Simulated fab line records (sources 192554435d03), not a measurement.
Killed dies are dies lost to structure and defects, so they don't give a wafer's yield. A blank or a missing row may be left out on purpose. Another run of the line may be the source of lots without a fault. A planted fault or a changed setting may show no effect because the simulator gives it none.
The same fault as seen by 2 desks | flow n5Finfet | each desk holds nothing but its own numbers, with what lay behind them at the end

THE TOOL OWNER'S DESK: rieDiel-02
The tool's own readings at N5_BEOL_M1_VIA_ETCH_34 (etches the open film in C4F6/O2, target depth 67.8 nm, time 64.4 s): means of the sampled wafers that have a number, for each lot that ran on this tool. A lot is out of limits, marked OUT, if its mean lies more than 4 standard deviations from the usual mean; the brackets give that distance. 7 of its 9 readings are shown: the first one out of limits and those lying furthest out on some lot.
Columns: A = drypumpMotorCurrentA at N5_BEOL_M1_VIA_ETCH_34, usual 5.8 A; B = oesProductAu at N5_BEOL_M1_VIA_ETCH_34, usual 0.76 a.u.; C = rfFwdPowerW at N5_BEOL_M1_VIA_ETCH_34, usual 346.8 W; D = rfVppV at N5_BEOL_M1_VIA_ETCH_34, usual 666 V; E = runLengthS at N5_BEOL_M1_VIA_ETCH_34, usual 87.7 s; F = showerheadPlenumPTorr at N5_BEOL_M1_VIA_ETCH_34, usual 2.83 Torr; G = throttleValvePct at N5_BEOL_M1_VIA_ETCH_34, usual 30.7 %
lot  | first seen here | A   | B    | C     | D   | E               | F    | G
L766 | day 7 02:24     | 6.0 | 0.76 | 346.9 | 654 | 88.0            | 2.89 | 31.0
L771 | day 8 07:21     | 6.3 | 0.81 | 347.6 | 662 | 88.2            | 2.84 | 30.8
L777 | day 9 23:02     | 5.0 | 0.85 | 345.5 | 658 | 87.7            | 2.93 | 31.1
L781 | day 10 12:49    | 6.3 | 0.79 | 346.7 | 663 | 102.3 (+31) OUT | 2.83 | 30.8
L782 | day 10 14:50    | 5.9 | 0.76 | 345.3 | 671 | 101.7 (+30) OUT | 2.92 | 30.8
This desk's verdict: out of limits on L781, L782, starting with L781 at day 10 12:49 (runLengthS at N5_BEOL_M1_VIA_ETCH_34). Within limits: L766, L771, L777.

THE METROLOGY DESK
Means of the sampled wafers that have a number, per lot and without regard to the tool the lot ran on: this is what the gauges read. A lot is out of limits, marked OUT, if its mean lies more than 4 standard deviations from the usual mean; the brackets give that distance. Of its 10 readings 7 are shown: those that lie furthest out on some lot.
Columns: A = DIBL_N at N5_BEOL_M4_RC_MEAS_101, usual 36.5 mV/V; B = DIBL_P at N5_BEOL_M4_RC_MEAS_101, usual 36.5 mV/V; C = IOFF_N at N5_BEOL_M4_RC_MEAS_101, usual 0.16 nA/um; D = ION_N at N5_BEOL_M4_RC_MEAS_101, usual 672 uA/um; E = ION_P at N5_BEOL_M4_RC_MEAS_101, usual 459 uA/um; F = SS_N at N5_BEOL_M4_RC_MEAS_101, usual 71.6 mV/dec; G = SS_P at N5_BEOL_M4_RC_MEAS_101, usual 73.4 mV/dec
lot  | first seen here | A    | B    | C    | D   | E   | F    | G
L766 | day 8 18:32     | 37.0 | 34.7 | 0.14 | 672 | 461 | 71.5 | 72.4
L771 | day 10 07:19    | 37.3 | 37.4 | 0.16 | 672 | 460 | 72.5 | 73.2
L777 | day 11 19:24    | 37.0 | 37.1 | 0.18 | 661 | 452 | 72.6 | 73.3
L782 | day 12 10:17    | 35.7 | 34.4 | 0.14 | 672 | 466 | 70.9 | 72.8
L781 | day 12 16:20    | 36.5 | 34.8 | 0.15 | 672 | 457 | 71.7 | 73.4
L783 | day 13 08:45    | 35.5 | 36.7 | 0.17 | 672 | 463 | 71.5 | 73.1
L784 | day 13 10:04    | 37.7 | 38.2 | 0.16 | 673 | 457 | 71.7 | 73.5
L787 | day 14 20:04    | 38.7 | 40.7 | 0.21 | 676 | 457 | 72.3 | 74.7
This desk's verdict: no lot among the 8 shows anything out of limits.

TAKEN TOGETHER
The tool owner's desk had the chance to raise an alarm at day 10 12:49 on L781, L782.
Nothing out of limits was seen by the metrology desk.
The metrology desk holds a record of L781, L782, inside its limits.
N5_BEOL_M1_VIA_ETCH_34 was run on rieDiel-02 by each of the lots named.

WHAT WAS PUT IN BY THE SIMULATOR
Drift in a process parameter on rieDiel-02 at N5_BEOL_M1_VIA_ETCH_34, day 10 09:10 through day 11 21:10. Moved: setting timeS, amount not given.
Struck lots among those shown: L781, L782.
Time in hours from fault onset to the first out-of-limits reading at each desk: the tool owner's desk, 4.
